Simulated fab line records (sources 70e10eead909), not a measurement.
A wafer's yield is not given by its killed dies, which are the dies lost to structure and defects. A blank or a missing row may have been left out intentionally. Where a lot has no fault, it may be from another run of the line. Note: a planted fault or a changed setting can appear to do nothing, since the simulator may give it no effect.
Comparing a struck lot with a sound one || flow nandHarc || 13 steps out of a route of 1302
Sound: these wafers, L406.1, L406.4, L406.5. The struck wafers were L405.2, L405.3, L405.4. The cause is given at the end.
Order at every step that has rows: each side's tool, ch and its chambers, its first start. Under that, the readings that differ: sound wafers || struck wafers || difference of the means || sigmas: that difference in standard deviations of wafers without a fault.
alike: same words and numbers on both sides, and readings whose means sit less than 2 such deviations apart. not compared: any withheld reading, any reading some wafer has no value for, any bound like >300 that may hide the same value, and any number with overlapping values for which the record gives no deviation.
Wherever a step has rows on one side only, a row that says differs or no value, or a row with sigmas, the two part there. When numbers do not overlap yet have no deviation, they are printed without sigmas and do not part them. A reading missing from all wafers of one side parts the sides only when that side holds two or more wafers.

first, 10 steps without rows for these wafers: NHARC_A_STAIRCASE_SRD_208; NHARC_A_STAIRCASE_DEHYDRATE_209 (time 120 s); NHARC_A_STAIRCASE_HMDS_210 (time 30 s); NHARC_A_STAIRCASE_COAT_211; NHARC_A_STAIRCASE_SOFTBAKE_212 (time 170 s); NHARC_A_STAIRCASE_EBR_213; NHARC_A_STAIRCASE_EXPOSE_214 (exposes mask STAIR 3); NHARC_A_STAIRCASE_PEB_215 (peb time 130 s); NHARC_A_STAIRCASE_DEVELOP_216 (time 140 s); NHARC_A_STAIRCASE_HARDBAKE_218 (time 140 s).
NHARC_A_STAIRCASE_DESCUM_219: chemistry O2, time 3 s.
  sound on rieDiel-11 ch 2,3, day 22 01:21; struck on rieDiel-05 ch 0,1,3, day 21 04:05
  alike: drypumpMotorCurrentA, oesProductAu, rfVppV, showerheadPlenumPTorr, throttleValvePct
  not compared: rfHoursCounterH
NHARC_A_STAIRCASE_TRIM_220: chemistry O2, time 211.2 s.
  sound on rieDiel-11 ch 0,2,3, day 22 01:28; struck on rieDiel-05 ch 0,1,3, day 21 04:11
{"reading": "oesProductAu (a.u.)", "sound": "1.014 0.982 0.988", "struck": "1.201 1.212 1.214", "difference": "+0.214", "sigmas": "+22"}
  alike: drypumpMotorCurrentA, rfVppV, showerheadPlenumPTorr, throttleValvePct
  not compared: rfHoursCounterH
NHARC_A_STAIRCASE_ETCH_221: etches the open film in C4F8/O2, target depth 100 nm, time 40.5 s.
  sound: rieDiel-11 ch 0,1; struck: rieDiel-05 ch 0,2,3
  alike: oesProductAu, rfFwdPowerW, rfVppV
  not compared: rfHoursCounterH

WHERE THEY PART
NHARC_A_STAIRCASE_TRIM_220 only, going by this record. Later steps at which nothing parts them and some readings are alike: NHARC_A_STAIRCASE_ETCH_221.

WHY: whatever the simulator had introduced
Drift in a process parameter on rieDiel-05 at NHARC_A_STAIRCASE_TRIM_220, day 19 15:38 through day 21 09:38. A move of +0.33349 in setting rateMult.
